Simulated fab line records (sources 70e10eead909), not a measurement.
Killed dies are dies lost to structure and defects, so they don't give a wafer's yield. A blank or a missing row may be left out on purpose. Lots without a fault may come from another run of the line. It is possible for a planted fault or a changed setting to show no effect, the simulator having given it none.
Struck lot and sound lot, side by side || flow nandHarc || 14 steps out of a route of 1302
Sound: the wafers L416.1, L416.3, L416.5. Wafers L426.1, L426.2, L426.6 were the ones struck. The cause is given at the end.
Each step with rows lists, per side, the tool, then ch with its chambers, then its first start. Under that, the readings that differ: sound wafers || struck wafers || difference of the means || sigmas: that difference in standard deviations of wafers without a fault.
alike: words and numbers the same on both sides, and readings whose means are apart by under 2 such deviations; not compared: readings that were withheld, readings missing a value for some wafer, numbers with overlapping values and no deviation given by the record, and bounds like >300 which may hide the same value.
The two part at a step that has a row with sigmas, a row that says differs or no value, or rows on one side only. Numbers that don't overlap but have no deviation are shown without sigmas and don't part them. A reading missing from all wafers of one side parts the sides only when that side holds two or more wafers.

NHARC_P_ZERO_WELL_CD_MEAS_37 targets a cd of 720 nm.
  sound on cdSem-03 ch 0, day 4 02:07; struck on cdSem-03 ch 0, day 8 06:08
  alike: cdNm
then, 1 step without rows for these wafers: NHARC_P_ZERO_WELL_HARDBAKE_38 (time 80 s).
NHARC_P_ZERO_WELL_DESCUM_39: chemistry O2, time 3 s.
  sound on rieDiel-08 ch 0,1,2, day 4 02:19; struck on rieDiel-09 ch 0,2, day 8 06:17
  alike: drypumpMotorCurrentA, mfcArSccm, oesProductAu, rfVppV, showerheadPlenumPTorr, throttleValvePct
  not compared: rfHoursCounterH
then, 9 steps without rows for these wafers: NHARC_P_ZERO_WELL_IMPLANT_40; NHARC_P_ZERO_WELL_IMPLANT_59; NHARC_P_ZERO_WELL_IMPLANT_60; NHARC_P_ZERO_WELL_STRIP_41 (strips in SPM, time 840 s); NHARC_P_ZERO_WELL_DEHYDRATE_44 (time 120 s); NHARC_P_ZERO_WELL_HMDS_45 (time 30 s); NHARC_P_ZERO_WELL_COAT_46; NHARC_P_ZERO_WELL_SOFTBAKE_47 (time 95 s); NHARC_P_ZERO_WELL_EBR_48.
NHARC_P_ZERO_WELL_EXPOSE_49: exposes mask P HVPW, target cd 2000 nm.
  sound on krfScanner-04 ch 0, day 4 03:36; struck on krfScanner-03 ch 0, day 8 07:37
{"reading": "model.P_ZERO_WELL.overlayXNm (nm)", "sound": "-2.097 -2.097 -2.097", "struck": "31.47 31.47 31.47", "difference": "+33.57", "sigmas": ""}
  alike: mask, reticleTempC
then, 1 step without rows for these wafers: NHARC_P_ZERO_WELL_PEB_50 (peb time 85 s).

WHERE THEY PART
Nowhere in this record.

WHY: the cause the simulator had injected
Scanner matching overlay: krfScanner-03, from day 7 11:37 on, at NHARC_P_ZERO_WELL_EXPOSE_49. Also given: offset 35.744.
